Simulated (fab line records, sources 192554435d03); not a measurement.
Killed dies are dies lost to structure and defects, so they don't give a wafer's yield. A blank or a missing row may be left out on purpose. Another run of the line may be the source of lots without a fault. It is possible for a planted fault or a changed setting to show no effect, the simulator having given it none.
Chamber matching	flow n5Finfet	N5_BEOL_M14_DESCUM_33 on rieDiel-01: 4 sister chambers
The step chemistry O2, time 7.9 s. 4 wafers are shown with their chamber, then 8 later ones without.

## WAFERS PAIRED WITH THEIR CHAMBERS
wafer	chamber	drypumpMotorCurrentA (A)
L579.6	1	5.5
L587.1	3	6.1
L587.6	0	5.4
L590.1	2	5.8

## WAFERS MISSING THEIR CHAMBER
wafer	drypumpMotorCurrentA (A)
L590.3	5.5
L590.5	5.5
L588.1	5.4
L588.5	5.9
L588.6	6.1
L591.2	6.1
L591.4	5.9
L591.6	5.5

## WHICH CHAMBER EACH WENT THROUGH
wafer	from the rows above	in truth
L590.3	can't be placed: 1 or 0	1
L590.5	can't be placed: 1 or 0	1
L588.1	can't be placed: 0 or 1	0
L588.5	can't be placed: 2 or 3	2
L588.6	3	3
L591.2	3	3
L591.4	can't be placed: 2 or 3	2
L591.6	can't be placed: 1 or 0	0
Correctly placed: 2 of 8. Cannot be placed on the basis of these rows: 6; the candidates contain the true chamber in 6. Number placed wrongly: 0.
How it was worked out, from the rows above alone: a wafer's distance from a chamber is the root of the sum, over the readings, of the square of ((its reading less the chamber's mean) divided by the reading's scatter). If the next closest chamber is less than 2 further off than the closest, the wafer can't be placed; otherwise it belongs to the closest. Each chamber's mean is taken over the wafers shown for it. The scatter: with one shown wafer a chamber, the root of the mean of the squares of how far each hidden wafer lies from its nearest shown one.
